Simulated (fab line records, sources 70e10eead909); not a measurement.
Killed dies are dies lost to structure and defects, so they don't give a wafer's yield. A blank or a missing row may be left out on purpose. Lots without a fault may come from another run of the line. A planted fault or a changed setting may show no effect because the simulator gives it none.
fab line records | flow nand_harc | part 1 of 2: steps 1 to 4 of 6
record lots=24 wafers=72 last_day=24
route steps=1159 shown A_ONON_D1@437 A_STAIRCASE@557
lots that met no fault: from a run of the same line without faults
start_h: hours from the record's first day to the start of the lot's first wafer shown | wait_h: hours since the lot's step before | " the same as in the row above | L1.1+2: a row that stands for several wafers | - no value, or no start given | * or withheld: withheld | < > ~ a bound
route shown NAME@n: a module of which the file shows steps, and the number in the route of the first | usual: mean/standard deviation of fault-free wafers | same: alike in all rows | chamber/n: place in a boat | sites: the reading at each site | _std_site: their standard deviation | _edge_site: outer sites' mean less inner sites' | radius_mm: how far each site lies from the wafer's centre | mask NAME#n: copy n | behind: the tool/chamber that last shaped the wafer | hold: why the lot was held/for how many hours/how that ended | device: the transistor (n, p or np) that didn't switch | end of line: the same wafers' tests at the end of the route | a step without rows: its recipe alone | killed: dies lost to structure and defects at the first sort, not the wafer's yield | map: a wafer's dies, x killed, . not, _ none there
set.NAME: the setting as run; set.NAME@STEP: as run at that earlier step | model.NAME: the simulator's own value behind a step, which no gauge read
steps of the route over a sample of lots; a table a step, a row a wafer
services: from which hour (start_h, from the record's first day; less than 0 if before it) a tool's chamber was out of use, for how many hours, and why
## steps
# step NHARC_A_ONON_D1_THK_MEAS_18
# recipe thk_meas_gauge=ellipsometry
# usual thk_nm=1001/8.6
# columns lot.wafer tool chamber start_h wait_h thk_nm
L074.3 film_metro-01 - 168.16 - 1000
L074.4 " - " " 1000
L074.6 " - " " 999
L076.2 film_metro-01 - 178.14 - 983
L076.3 " - " " 982
L076.6 " - " " 981
L075.1 film_metro-02 - 178.31 - 1008
L075.4 " - " " 1011
L075.6 " - " " 1011
L078.2 film_metro-01 - 189.64 - 1004
L078.5 " - " " 1005
L078.6 " - " " 1003
L077.1 film_metro-02 - 189.65 - 1007
L077.4 " - " " 1008
L077.6 " - " " 1005
L081.1 film_metro-02 - 206.96 - 997
L081.2 " - " " 999
L081.5 " - " " 999
L080.2 film_metro-01 - 206.96 - 991
L080.3 " - " " 990
L080.5 " - " " 990
L079.3 film_metro-02 - 206.97 - 996
L079.4 " - " " 997
L079.6 " - " " 995
L083.1 film_metro-02 - 213.74 - 1011
L083.4 " - " " 1012
L083.5 " - " " 1011
L082.1 film_metro-01 - 213.75 - 1001
L082.2 " - " " 1000
L082.4 " - " " 1003
L084.3 film_metro-01 - 223.21 - 1019
L084.4 " - " " 1019
L084.6 " - " " 1017
L086.1 film_metro-02 - 240.97 - 1002
L086.2 " - " " 1003
L086.4 " - " " 1003
L087.1 film_metro-01 - 240.97 - 991
L087.3 " - " " 992
L087.5 " - " " 991
L085.1 film_metro-02 - 264.71 - 997
L085.2 " - " " 998
L085.5 " - " " 998
L088.3 film_metro-01 - 264.72 - 990
L088.4 " - " " 990
L088.6 " - " " 990
L090.1 film_metro-02 - 272.47 - 998
L090.2 " - " " 998
L090.6 " - " " 999
L091.2 film_metro-01 - 272.48 - 1006
L091.3 " - " " 1008
L091.6 " - " " 1007
L089.4 film_metro-01 - 272.83 - 1011
L089.5 " - " " 1014
L089.6 " - " " 1011
L093.2 film_metro-01 - 280.48 - 1006
L093.5 " - " " 1007
L093.6 " - " " 1010
L092.2 film_metro-02 - 280.48 - 1008
L092.3 " - " " 1006
L092.6 " - " " 1007
L094.1 film_metro-02 - 280.49 - 1007
L094.2 " - " " 1008
L094.4 " - " " 1008
L095.2 film_metro-02 - 294.56 - 1000
L095.3 " - " " 1001
L095.4 " - " " 999
L096.1 film_metro-01 - 294.57 - 999
L096.3 " - " " 1000
L096.4 " - " " 999
L097.4 film_metro-02 - 305.67 - 989
L097.5 " - " " 987
L097.6 " - " " 987
# step NHARC_A_STAIRCASE_TRIM_20
# recipe time_s=211.2 o2_flow_sccm=500 ar_flow_sccm=0 bias_w=0 chemistry=O2
# usual drypump_motor_current_A=5.6/0.46 oes_product_au=0.998/0.0084 rf_vpp_V=57.9/0.91 showerhead_plenum_p_Torr=3.60/0.13 throttle_valve_pct=17.038/0.0091
# columns lot.wafer tool chamber start_h wait_h drypump_motor_current_A oes_product_au rf_hours_counter_h rf_vpp_V showerhead_plenum_p_Torr throttle_valve_pct
L074.4 rie_diel-09 0 234.38 0.1 5.4 1.002 56 58.5 3.28 17.039
L074.3 " 1 " " 5.0 0.977 59 58.1 3.39 17.046
L074.6 " 3 " " 5.4 0.984 - 58.7 3.58 17.026
L075.4 rie_diel-10 2 247.46 0.1 5.7 1.006 24 56.9 3.32 17.047
L075.1 " 1 " " 5.4 0.996 24 57.8 3.67 17.052
L075.6 " 3 " " 5.4 1.005 - 57.5 3.60 17.050
L076.3 rie_diel-09 1 247.76 0.1 5.0 0.981 65 57.6 3.39 17.036
L076.2 " 0 " " 5.4 1.007 61 56.5 3.28 17.051
L076.6 " 1 " " 5.0 0.979 - 56.4 3.39 17.037
L078.2 rie_diel-07 1 254.95 0.1 5.7 0.988 4 58.7 3.69 17.032
L078.5 " 1 " " 5.7 0.988 - 57.3 3.69 17.043
L078.6 " 2 " " 5.2 0.991 - 56.9 3.77 17.023
L077.4 rie_diel-07 2 255.31 0.1 5.2 0.996 4 57.6 3.77 17.036
L077.1 " 3 " " 6.4 0.989 5 58.5 3.65 17.043
L077.6 " 2 " " 5.2 0.992 - 58.6 3.77 17.036
L080.2 rie_diel-09 3 274.50 0.1 5.4 0.989 2 58.3 3.58 17.048
L080.3 " 2 " " 6.4 1.015 3 58.0 3.64 17.018
L080.5 " 2 " " 6.4 1.007 - 59.2 3.64 17.030
L079.3 rie_diel-07 3 274.82 0.1 6.4 0.998 11 57.8 3.65 17.032
L079.4 " 0 " " 5.5 1.008 11 56.8 3.55 17.014
L079.6 " 2 " " 5.2 0.996 - 57.9 3.76 17.036
L081.1 rie_diel-10 1 275.31 0.1 5.4 0.998 35 57.6 3.67 17.042
L081.2 " 2 " " 5.8 0.996 35 58.1 3.31 17.021
L081.5 " 2 " " 5.7 1.001 - 56.8 3.31 17.036
L083.4 rie_diel-07 0 282.84 0.1 5.5 1.004 15 57.6 3.55 17.022
L083.1 " 2 " " 5.2 0.996 15 58.8 3.76 17.048
L083.5 " 3 " " 6.4 1.002 - 57.4 3.65 17.053
L082.1 rie_diel-07 1 283.26 0.1 5.7 1.011 14 60.2 3.68 17.045
L082.2 " 2 " " 5.2 0.985 15 58.9 3.76 17.027
L082.4 " 3 " " 6.5 0.995 16 59.2 3.65 17.049
L084.4 rie_diel-07 1 289.49 0.1 5.6 0.998 16 57.2 3.68 17.048
L084.3 " 3 " " 6.4 0.994 19 58.3 3.65 17.044
L084.6 " 0 " " 5.5 0.999 - 57.2 3.55 17.027
L087.1 rie_diel-10 2 309.83 0.1 5.7 1.009 48 57.3 3.31 17.047
L087.3 " 1 " " 5.4 1.009 48 57.4 3.66 17.047
L087.5 " 2 " " 5.7 0.994 - 57.8 3.31 17.052
L086.2 rie_diel-09 2 311.56 0.1 6.4 1.005 19 58.4 3.63 17.038
L086.1 " 3 " " 5.4 1.002 19 58.8 3.57 17.041
L086.4 " 0 " " 5.4 0.987 12 59.0 3.80 17.038
L085.2 rie_diel-09 0 334.65 0.1 5.4 1.005 18 59.1 3.80 17.049
L085.1 " 3 " " 5.4 1.011 25 58.0 3.56 17.030
L085.5 " 0 " " 5.4 1.000 - 57.6 3.80 17.044
L088.3 rie_diel-09 0 336.07 0.1 5.4 0.991 19 56.7 3.80 17.019
L088.4 " 1 " " 5.0 0.992 24 57.9 3.37 17.050
L088.6 " 2 " " 6.4 0.993 - 57.1 3.63 17.042
L090.2 rie_diel-10 2 339.34 0.1 5.7 0.999 53 56.9 3.30 17.048
L090.1 " 3 " " 5.4 0.999 49 57.0 3.58 17.041
L090.6 " 0 " " 5.3 1.009 - 57.1 3.56 17.030
L091.2 rie_diel-07 0 339.47 0.1 5.5 1.003 32 58.6 3.54 17.033
L091.3 " 2 " " 5.2 0.980 32 58.7 3.75 17.041
L091.6 " 3 " " 6.4 0.987 - 56.6 3.64 17.033
L089.4 rie_diel-07 0 343.15 0.1 5.5 1.007 33 59.3 3.54 17.029
L089.5 " 0 " " 5.5 1.006 - 56.8 3.54 17.039
L089.6 " 1 " " 5.7 0.990 - 57.8 3.67 17.033
L092.3 rie_diel-09 3 347.71 0.1 5.4 0.992 30 58.1 3.56 17.027
L092.2 " 0 " " 5.4 1.014 23 58.0 3.80 17.025
L092.6 " 3 " " 5.4 0.991 - 57.2 3.56 17.036
L093.2 rie_diel-07 1 348.07 0.1 5.6 0.995 33 58.1 3.67 17.030
L093.6 " 3 " " 6.5 0.991 - 56.8 3.64 17.024
L093.5 " 0 " " 5.5 0.994 - 57.5 3.54 17.036
L094.2 rie_diel-07 3 358.84 0.1 6.5 0.985 43 60.0 3.63 17.026
L094.1 " 1 " " 5.7 0.990 40 59.0 3.67 17.036
L094.4 " 2 " " 5.2 0.984 43 57.0 3.75 17.044
L095.2 rie_diel-07 2 368.93 0.1 5.2 0.983 45 59.5 3.74 17.038
L095.3 " 3 " " 6.4 0.992 46 58.7 3.63 17.050
L095.4 " 0 " " 5.5 1.000 45 56.4 3.54 17.027
L096.3 rie_diel-07 2 372.02 0.1 5.2 0.991 48 57.3 3.74 17.045
L096.1 " 0 " " 5.5 1.010 46 56.4 3.53 17.035
L096.4 " 1 " " 5.6 0.998 45 59.1 3.67 17.027
L097.4 rie_diel-10 3 375.83 0.2 5.4 1.004 4 58.5 3.58 17.047
L097.6 " 1 " " 5.4 1.004 - 57.5 3.65 17.048
L097.5 " 2 " " 5.7 1.006 - 56.9 3.30 17.037
# step NHARC_A_STAIRCASE_TRIM_24
# recipe time_s=211.2 o2_flow_sccm=500 ar_flow_sccm=0 bias_w=0 chemistry=O2
# usual drypump_motor_current_A=5.6/0.46 oes_product_au=1.000/0.01 rf_vpp_V=58.0/0.84 showerhead_plenum_p_Torr=3.60/0.13 throttle_valve_pct=17.037/0.0096
# columns lot.wafer tool chamber start_h wait_h drypump_motor_current_A oes_product_au rf_hours_counter_h rf_vpp_V showerhead_plenum_p_Torr throttle_valve_pct
L074.4 rie_diel-09 2 - - 6.4 1.015 55 57.9 3.64 17.032
L074.3 " 3 " " 5.4 0.994 52 57.2 3.58 17.030
L074.6 " 2 " " 6.4 1.014 - 58.5 3.64 17.056
L075.1 rie_diel-10 0 - - 5.4 1.015 23 56.9 3.57 17.044
L075.4 " 1 " " 5.4 1.003 24 58.1 3.67 17.034
L075.6 " 3 " " 5.4 1.012 - 58.5 3.60 17.039
L076.3 rie_diel-09 3 - - 5.4 0.996 56 57.9 3.58 17.040
L076.2 " 2 " " 6.4 1.012 59 57.5 3.64 17.024
L076.6 " 0 " " 5.4 1.009 - 56.5 3.28 17.049
L078.2 rie_diel-07 3 - - 6.4 0.983 5 58.0 3.65 17.028
L078.5 " 0 " " 5.5 1.007 - 59.5 3.56 17.043
L078.6 " 1 " " 5.7 0.981 - 56.7 3.69 17.035
L077.1 rie_diel-07 1 - - 5.7 1.001 5 58.2 3.69 17.047
L077.4 " 3 " " 6.5 1.002 5 58.4 3.65 17.048
L077.6 " 1 " " 5.7 1.005 - 57.1 3.69 17.044
L079.4 rie_diel-07 2 - - 5.2 0.987 11 58.9 3.76 17.012
L079.3 " 1 " " 5.7 0.994 11 59.3 3.69 17.029
L079.6 " 3 " " 6.5 0.991 - 57.3 3.65 17.043
L081.1 rie_diel-10 0 - - 5.3 1.013 36 59.1 3.57 17.036
L081.2 " 2 " " 5.7 1.015 37 57.3 3.31 17.039
L081.5 " 2 " " 5.7 1.004 - 57.5 3.31 17.033
L080.3 rie_diel-09 1 - - 5.0 0.984 8 58.9 3.38 17.030
L080.2 " 2 " " 6.4 0.990 8 57.7 3.64 17.050
L080.5 " 3 " " 5.4 0.992 - 59.5 3.57 17.039
L083.1 rie_diel-07 0 - - 5.5 1.006 15 58.0 3.55 17.032
L083.4 " 1 " " 5.7 1.002 14 58.0 3.68 17.031
L083.5 " 1 " " 5.7 0.996 - 58.5 3.68 17.039
L082.2 rie_diel-07 3 - - 6.5 0.990 17 56.4 3.65 17.037
L082.4 " 1 " " 5.7 1.002 14 58.4 3.68 17.013
L082.1 " 2 " " 5.2 0.988 15 59.0 3.76 17.026
L084.3 rie_diel-07 2 - - 5.2 0.991 18 58.2 3.76 17.038
L084.4 " 0 " " 5.5 1.005 18 57.7 3.55 17.044
L084.6 " 2 " " 5.2 0.995 - 57.8 3.76 17.047
L087.1 rie_diel-10 1 - - 5.4 1.009 49 57.2 3.66 17.030
L087.3 " 2 " " 5.7 0.991 48 56.8 3.31 17.025
L087.5 " 0 " " 5.3 1.003 - 57.9 3.56 17.037
L086.1 rie_diel-09 0 - - 5.4 0.993 12 58.2 3.80 17.039
L086.4 " 1 " " 5.0 0.995 18 57.5 3.38 17.039
L086.2 " 3 " " 5.3 0.995 19 58.8 3.57 17.039
L085.2 rie_diel-09 3 - - 5.4 0.994 25 57.1 3.56 17.045
L085.1 " 2 " " 6.4 0.986 26 58.6 3.63 17.028
L085.5 " 3 " " 5.4 1.003 - 57.1 3.56 17.031
L088.4 rie_diel-09 1 - - 5.0 1.000 24 57.2 3.37 17.030
L088.3 " 0 " " 5.4 1.006 19 60.1 3.80 17.046
L088.6 " 2 " " 6.4 1.003 - 59.0 3.63 17.037
L090.2 rie_diel-10 1 - - 5.4 1.004 54 57.9 3.66 17.028
L090.1 " 0 " " 5.4 1.002 54 57.5 3.56 17.034
L090.6 " 1 " " 5.4 1.007 - 58.1 3.66 17.029
L091.3 rie_diel-07 0 - - 5.5 1.005 32 57.5 3.54 17.051
L091.2 " 3 " " 6.5 1.005 33 57.8 3.64 17.033
L091.6 " 0 " " 5.5 0.998 - 58.3 3.54 17.043
L089.4 rie_diel-07 2 - - 5.2 0.986 34 58.6 3.75 17.028
L089.6 " 2 " " 5.2 0.977 - 59.7 3.75 17.033
L089.5 " 3 " " 6.4 0.981 - 58.4 3.64 17.054
L092.3 rie_diel-09 2 - - 6.4 1.004 30 58.4 3.62 17.046
L092.2 " 3 " " 5.3 1.000 30 57.6 3.56 17.045
L092.6 " 1 " " 5.0 1.008 - 56.0 3.37 17.034
L093.2 rie_diel-07 3 - - 6.4 0.996 37 58.1 3.64 17.045
L093.5 " 3 " " 6.4 0.988 - 57.5 3.64 17.040
L093.6 " 0 " " 5.5 0.994 - 57.9 3.54 17.045
L094.1 rie_diel-07 2 - - 5.2 0.977 43 58.5 3.75 17.040
L094.2 " 3 " " 6.4 1.005 44 57.4 3.63 17.021
L094.4 " 0 " " 5.5 1.009 41 56.9 3.54 17.030
L095.2 rie_diel-07 2 - - 5.2 0.992 46 58.6 3.74 17.035
L095.4 " 3 " " 6.5 1.003 47 59.5 3.63 17.037
L095.3 " 0 " " 5.6 0.996 45 58.6 3.54 17.041
L096.3 rie_diel-07 1 - - 5.7 0.994 46 58.8 3.67 17.041
L096.1 " 3 " " 6.5 0.995 49 58.2 3.63 17.044
L096.4 " 0 " " 5.5 1.002 46 56.1 3.54 17.037
L097.4 rie_diel-10 1 - - 5.4 1.008 5 58.4 3.65 17.045
L097.5 " 2 " " 5.7 0.998 - 57.4 3.30 17.032
L097.6 " 3 " " 5.4 1.011 - 57.0 3.57 17.036
# step NHARC_A_STAIRCASE_TRIM_26
# recipe time_s=211.2 o2_flow_sccm=500 ar_flow_sccm=0 bias_w=0 chemistry=O2
# usual drypump_motor_current_A=5.6/0.47 oes_product_au=1.000/0.0095 rf_vpp_V=57.9/0.82 showerhead_plenum_p_Torr=3.60/0.12 throttle_valve_pct=17.037/0.0086
# columns lot.wafer tool chamber start_h wait_h drypump_motor_current_A oes_product_au rf_hours_counter_h rf_vpp_V showerhead_plenum_p_Torr throttle_valve_pct
L074.3 rie_diel-09 1 - - 5.0 0.984 61 58.6 3.39 17.031
L074.4 " 2 " " 6.4 1.014 55 56.8 3.64 17.024
L074.6 " 1 " " 5.0 0.986 - 57.6 3.39 17.027
L075.1 rie_diel-10 0 - - 5.3 1.015 23 58.7 3.57 17.030
L075.4 " 1 " " 5.4 1.004 24 57.5 3.67 17.044
L075.6 " 3 " " 5.5 1.017 - 57.2 3.60 17.043
L076.2 rie_diel-09 1 - - 5.0 0.991 65 56.2 3.39 17.034
L076.3 " 2 " " 6.4 1.008 59 57.2 3.64 17.033
L076.6 " 1 " " 5.0 0.997 - 57.9 3.39 17.036
L078.2 rie_diel-07 2 - - 5.2 0.999 5 58.1 3.77 17.047
L078.5 " 3 " " 6.5 0.995 - 58.6 3.65 17.042
L078.6 " 0 " " 5.5 1.002 - 58.6 3.56 17.028
L077.1 rie_diel-07 1 - - 5.6 0.986 5 57.8 3.69 17.045
L077.4 " 2 " " 5.2 0.999 5 58.2 3.77 17.037
L077.6 " 3 " " 6.5 0.994 - 58.2 3.65 17.036
L079.4 rie_diel-07 3 - - 6.5 0.992 13 57.8 3.65 17.030
L079.3 " 1 " " 5.7 0.990 12 58.1 3.69 17.032
L079.6 " 0 " " 5.5 1.013 - 56.9 3.55 17.029
L081.2 rie_diel-10 2 - - 5.7 1.001 37 57.3 3.31 17.031
L081.1 " 0 " " 5.3 1.013 37 56.5 3.57 17.038
L081.5 " 0 " " 5.4 1.014 - 58.3 3.57 17.007
L080.2 rie_diel-09 2 - - 6.4 1.003 8 58.3 3.64 17.045
L080.3 " 3 " " 5.4 0.982 7 57.3 3.57 17.035
L080.5 " 1 " " 5.0 0.991 - 55.8 3.38 17.046
L083.4 rie_diel-07 1 - - 5.7 0.993 14 57.8 3.68 17.028
L083.1 " 2 " " 5.2 0.969 15 58.7 3.76 17.037
L083.5 " 1 " " 5.7 0.998 - 59.6 3.68 17.022
L082.1 rie_diel-07 3 - - 6.4 0.995 17 57.3 3.65 17.033
L082.2 " 0 " " 5.5 1.004 16 58.1 3.55 17.021
L082.4 " 1 " " 5.7 0.995 14 58.9 3.68 17.053
L084.4 rie_diel-07 3 - - 6.5 0.990 19 57.7 3.65 17.040
L084.3 " 0 " " 5.5 1.016 18 56.9 3.55 17.041
L084.6 " 1 " " 5.7 1.001 - 58.3 3.68 17.023
L087.1 rie_diel-10 0 - - 5.4 1.015 48 58.5 3.56 17.035
L087.3 " 1 " " 5.4 1.004 49 57.7 3.66 17.037
L087.5 " 2 " " 5.7 0.996 - 56.5 3.31 17.048
L086.2 rie_diel-09 0 - - 5.4 1.008 13 57.7 3.80 17.046
L086.1 " 2 " " 6.4 1.026 20 57.5 3.63 17.042
L086.4 " 3 " " 5.4 1.002 19 58.0 3.57 17.027
L085.1 rie_diel-09 3 - - 5.3 0.990 25 58.0 3.56 17.039
L085.2 " 0 " " 5.4 1.000 18 56.8 3.80 17.034
L085.5 " 3 " " 5.4 0.984 - 58.6 3.56 17.038
L088.4 rie_diel-09 2 - - 6.4 0.999 26 56.9 3.63 17.027
L088.3 " 0 " " 5.4 1.003 19 58.7 3.80 17.033
L088.6 " 2 " " 6.4 1.009 - 57.0 3.63 17.048
L090.1 rie_diel-10 0 - - 5.4 1.007 54 58.9 3.56 17.032
L090.2 " 1 " " 5.4 1.004 54 58.4 3.66 17.033
L090.6 " 0 " " 5.3 1.012 - 56.9 3.56 17.039
L091.2 rie_diel-07 2 - - 5.2 0.973 32 57.8 3.75 17.032
L091.3 " 3 " " 6.4 0.990 33 58.0 3.64 17.033
L091.6 " 0 " " 5.6 1.008 - 58.5 3.54 17.023
L089.4 rie_diel-07 3 - - 6.4 0.996 35 57.4 3.64 17.046
L089.5 " 3 " " 6.4 0.998 - 58.1 3.64 17.048
L089.6 " 0 " " 5.5 0.999 - 57.6 3.54 17.052
L092.3 rie_diel-09 1 - - 5.0 0.995 28 57.6 3.37 17.045
L092.2 " 0 " " 5.4 1.004 23 58.5 3.79 17.033
L092.6 " 2 " " 6.4 0.997 - 58.6 3.62 17.037
L093.2 rie_diel-07 2 - - 5.2 1.003 36 57.5 3.75 17.021
L093.6 " 0 " " 5.5 1.000 - 57.5 3.54 17.046
L093.5 " 1 " " 5.7 1.001 - 58.2 3.67 17.038
L094.1 rie_diel-07 3 - - 6.4 0.994 44 57.5 3.63 17.033
L094.2 " 1 " " 5.6 1.006 41 57.8 3.67 17.031
L094.4 " 2 " " 5.2 0.991 43 59.0 3.75 17.043
L095.2 rie_diel-07 2 - - 5.2 0.990 46 58.4 3.74 17.035
L095.4 " 0 " " 5.5 1.018 45 58.8 3.54 17.039
L095.3 " 1 " " 5.7 0.993 44 59.6 3.67 17.035
L096.3 rie_diel-07 0 - - 5.5 1.008 46 59.8 3.54 17.050
L096.1 " 1 " " 5.7 0.997 46 58.3 3.67 17.028
L096.4 " 2 " " 5.2 0.993 48 58.5 3.74 17.048
L097.4 rie_diel-10 3 - - 5.4 1.002 5 58.2 3.57 17.028
L097.5 " 0 " " 5.4 1.022 - 56.5 3.55 17.042
L097.6 " 1 " " 5.4 1.001 - 58.0 3.65 17.036
